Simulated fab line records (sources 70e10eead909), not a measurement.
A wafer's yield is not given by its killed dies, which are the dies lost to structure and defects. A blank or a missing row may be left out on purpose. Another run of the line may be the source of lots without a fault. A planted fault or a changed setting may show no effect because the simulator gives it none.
Struck lot and sound lot, side by side || flow nand harc || 25 steps out of a route of 1302
Sound: these wafers, L969.1, L969.2, L969.4. Struck: wafers L980.1, L980.5, L980.6. At the end, the cause is stated.
At each step with rows: each side's tool, then ch and its chambers, then its first start. Under that, the readings that differ: sound wafers || struck wafers || difference of the means || sigmas: that difference in standard deviations of wafers without a fault.
alike: a reading whose means differ by less than 2 such deviations, as well as words and numbers matching on both sides. not compared: withheld readings; readings where some wafer has no value; bounds like >300 that might hide an equal value; numbers whose values overlap and for which the record gives no deviation.
The two part at a step that has a row with sigmas, a row that says differs or no value, or rows on one side only. Non-overlapping numbers with no deviation appear without sigmas and do not part them. A reading that every wafer of one side lacks parts them only if that side has two wafers or more.

first, 1 step without rows for these wafers: NHARC_A_M0_SRD_25.
NHARC_A_M0_INSPECT_27:
  sound: defect inspect-01 at day 22 14:59; struck: defect inspect-01 at day 26 10:48
  alike: raw defect count
NHARC_A_M0_PRE_CLEAN_31: time 12 s.
  sound on pecvd-04 ch 0,1,2, day 22 15:04; struck on pecvd-04 ch 0,1,2, day 26 10:53
  alike: heater power w
NHARC_A_M0_DEP_32: deposits SiCN, target thk 30 nm.
  sound on pecvd-04 ch 0,1,2, day 22 15:08; struck on pecvd-04 ch 0,1,2, day 26 10:59
  alike: heater power w
then, 7 steps without rows for these wafers: NHARC_A_M1_DEP_00 (deposits SiOC, target thk 182.5 nm); NHARC_A_M1_DEHYDRATE_01 (time 120 s); NHARC_A_M1_HMDS_02 (time 30 s); NHARC_A_M1_COAT_34 (time 65 s); NHARC_A_M1_COAT_03 (resist thk 90 nm); NHARC_A_M1_SOFTBAKE_04 (time 55 s); NHARC_A_M1_EBR_05.
NHARC_A_M1_EXPOSE_06: exposes mask A M1, target cd 120 nm.
  sound on arfi scanner-03 ch 0, day 22 16:08; struck on arfi scanner-01 ch 0, day 26 12:02
{"reading": "exposure dose mJ cm2", "sound": "75.04 74.99 75.19", "struck": "80.18 80.16 80.11", "difference": "+5.08", "sigmas": "+63"}
  alike: mask
then, 2 steps without rows for these wafers: NHARC_A_M1_PEB_07 (peb time 65 s); NHARC_A_M1_DEVELOP_08 (develop time 35 s).
NHARC_A_M1_CD_MEAS_09: target cd 120 nm.
  sound on cd sem-03 ch 0, day 22 16:16; struck on cd sem-02 ch 0, day 26 12:10
{"reading": "cd nm (nm)", "sound": "120.3 119.9 120.6", "struck": "123.3 123.7 123.0", "difference": "+3.1", "sigmas": "+6"}
NHARC_A_M1_OVL_MEAS_10: pitch 240 nm.
  sound: overlay-02 at day 22 16:22; struck: overlay-02 at day 26 12:16
  alike: overlay x nm, overlay y nm
NHARC_A_M1_INSPECT_11:
  sound: defect inspect-01 at day 22 16:24; struck: defect inspect-02 at day 26 12:17
{"reading": "raw defect count", "sound": "115 134 138", "struck": "62 58 47", "difference": -73, "sigmas": -2}
NHARC_A_M1_DESCUM_14: chemistry O2, time 3 s.
  sound on rie diel-10 ch 0,1,2, day 22 16:28; struck on rie diel-08 ch 0,3, day 26 12:22
{"reading": "model.A_M1.cd nm (nm)", "sound": "120.3 120.2 120.6", "struck": "122.7 123.2 123.6", "difference": "+2.8", "sigmas": ""}
  alike: chamber pressure mTorr, drypump motor current A, oes product au, rf vpp V, showerhead plenum p Torr, throttle valve pct
  not compared: rf hours counter h
NHARC_A_M1_ETCH_35: etches the open film in N2/H2, target depth 40 nm, overetch 12 nm, time 43.94 s.
  sound on rie diel-10 ch 0,1,2, day 22 16:32; struck on rie diel-08 ch 0,1,3, day 26 12:28
  alike: chamber pressure mTorr, drypump motor current A, oes product au, rf vpp V, showerhead plenum p Torr, throttle valve pct
  not compared: rf hours counter h
NHARC_A_M1_ETCH_15: etches the open film in C4F8/Ar, target depth 182.5 nm, time 91.2 s.
  sound on rie diel-10 ch 0,2,3; struck on rie diel-08 ch 0,3
  alike: chamber pressure mTorr, oes product au, rf vpp V
  not compared: rf hours counter h
NHARC_A_M1_CD_MEAS_16:
  sound: cd sem-03 at day 22 16:46; struck: cd sem-01 at day 26 12:42
{"reading": "cd nm (nm)", "sound": "120.4 120.5 120.3", "struck": "123.2 123.5 123.5", "difference": "+3.0", "sigmas": "+5"}
NHARC_A_M1_STRIP_18: strips in N2/H2.
  sound on rie diel-03 ch 0,2,3, day 22 16:52; struck on rie diel-03 ch 2,3, day 26 12:48
  alike: chamber pressure mTorr, drypump motor current A, oes product au, rf vpp V, showerhead plenum p Torr, throttle valve pct
  not compared: rf hours counter h
NHARC_A_M1_ETCH_28: etches the open film in CF4/N2, target depth 30 nm, time 72.99 s.
  sound on rie diel-03 ch 0,1,3; struck on rie diel-03 ch 0,1,3
{"reading": "model.A_M1.cd nm (nm)", "sound": "120.5 119.8 120", "struck": "122.8 123.4 123.9", "difference": "+3.3", "sigmas": ""}
  alike: chamber pressure mTorr, drypump motor current A, oes product au, rf vpp V, showerhead plenum p Torr, throttle valve pct
  not compared: rf hours counter h
then, 1 step without rows for these wafers: NHARC_A_M1_STRIP_19 (strips in post etch residue remover, time 600 s).
NHARC_END_SORT_01:
  sound on prober-02 ch 0, day 24 03:22; struck on prober-01 ch 0, day 27 23:11
  alike: defect limited yield, killed at array, killed at other, killed at periphery, killed dies, killed open, killed short

WHERE THEY PART
Last at NHARC_A_M1_CD_MEAS_16 as far as this record goes, first at NHARC_A_M1_EXPOSE_06. Later steps at which nothing parts them and some readings are alike: NHARC_A_M1_STRIP_18, NHARC_A_M1_ETCH_28, NHARC_END_SORT_01.

WHY: what the simulator had put in
Process parameter drift: arfi scanner-01, from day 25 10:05 on, at NHARC_A_M1_EXPOSE_06. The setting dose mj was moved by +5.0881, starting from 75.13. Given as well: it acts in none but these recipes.
